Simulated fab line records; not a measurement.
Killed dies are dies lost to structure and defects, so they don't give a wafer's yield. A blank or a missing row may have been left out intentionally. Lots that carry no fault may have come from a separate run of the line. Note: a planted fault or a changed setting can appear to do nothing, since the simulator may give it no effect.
Split-lot experiment ; flow n5_finfet ; 21 wafers read across 7 lots, on a route 1938 steps long

THE SPLIT ITSELF
At N5_DUMMY_GATE_COAT_28 (time 60 s, resist thk 10 nm), the setting spin_rpm was moved away from the recipe's 1500 rpm on 7 of the 21 wafers read, by -10.7% to +8.1%. For the rest of the wafers, this setting stayed at what the recipe calls for.

The split's own step is where the reading is taken.

THE READING
underlayer_of_DUMMY_GATE_COAT_28.thk_nm (the simulator's own value, which no gauge read), in nm, at N5_DUMMY_GATE_COAT_28 (time 60 s, resist thk 10 nm). The file gives no usual value for it.

wafer;tool, chamber at the split;spin_rpm as run, rpm;against the recipe;underlayer_of_DUMMY_GATE_COAT_28.thk_nm, nm;against lot-mates on the recipe
L075.1;litho_track-05, 0;1500;recipe;10;-
L075.3;litho_track-05, 0;1500;recipe;10;-
L075.2;litho_track-05, 0;1340;-10.7%;10.6;+0.6
L077.1;litho_track-05, 0;1500;recipe;10;-
L077.2;litho_track-05, 0;1500;recipe;10;-
L077.5;litho_track-05, 0;1500;recipe;10;-
L085.1;litho_track-05, 0;1622;+8.1%;9.6;-0.4
L085.4;litho_track-05, 0;1622;+8.1%;9.6;-0.4
L085.3;litho_track-05, 0;1500;recipe;10;-
L088.2;litho_track-05, 0;1500;recipe;10;-
L088.3;litho_track-05, 0;1500;recipe;10;-
L088.6;litho_track-05, 0;1500;recipe;10;-
L091.2;litho_track-05, 0;1500;recipe;10;-
L091.3;litho_track-05, 0;1500;recipe;10;-
L091.6;litho_track-05, 0;1500;recipe;10;-
L092.1;litho_track-04, 0;1614;+7.6%;9.6;-0.4
L092.4;litho_track-04, 0;1614;+7.6%;9.6;-0.4
L092.3;litho_track-04, 0;1500;recipe;10;-
L097.2;litho_track-04, 0;1500;recipe;10;-
L097.5;litho_track-04, 0;1560;+4.0%;9.8;-0.2
L097.6;litho_track-04, 0;1560;+4.0%;9.8;-0.2

FIT RESULTS
A straight line over all 21 wafers: underlayer_of_DUMMY_GATE_COAT_28.thk_nm changes by -0.0527 nm for each +1% of spin_rpm; r = -1.00; the points scatter about the line by 0.012 nm.
The same after taking each lot's own level away (the mean of its wafers on the recipe; 21 wafers): -0.0527 nm for each +1%; r = -1.00; scatter 0.012 nm.
Per that fit: largest spin_rpm move, reading shift of 0.56 nm.
The lots' own levels span 10.00 to 10.00 nm.
The two slopes agree, so the slope changes little with the lot-to-lot level.
Check: with one of the wafers moved furthest among these (-10.7%) left out of the fit, the line predicts +0.541 nm for it against its lot-mates. Against them it came out at +0.6 nm.

OTHER SPLITS APPLIED TO THESE WAFERS
Note: prior to the reading, these wafers also went through further splits. Each is held against what the fit with the lots' levels taken away leaves over:
other split on the same wafers;wafers away from the commonest value;r with underlayer_of_DUMMY_GATE_COAT_28.thk_nm (lot level and that fit taken away)
N5_WELL_APT_EXPOSE_05 dose_mj;8;+0.01
N5_WELL_APT_DEVELOP_07 develop_time_s;6;-0.29
N5_PMOS_HMC_CHANNEL_EPI_PEB_07 peb_time_s;4;-0.62
N5_PMOS_HMC_CHANNEL_EPI_ETCH_32 bias_w;6;-0.09
N5_FIN_SAQP_ETCH_65 time_s;8;+0.19
N5_DUMMY_GATE_COAT_34 spin_rpm;11;+0.22

FILE'S OWN FIT
underlayer_of_DUMMY_GATE_COAT_28.thk_nm changes by -0.0532 nm for each +1% of spin_rpm, r = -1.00.
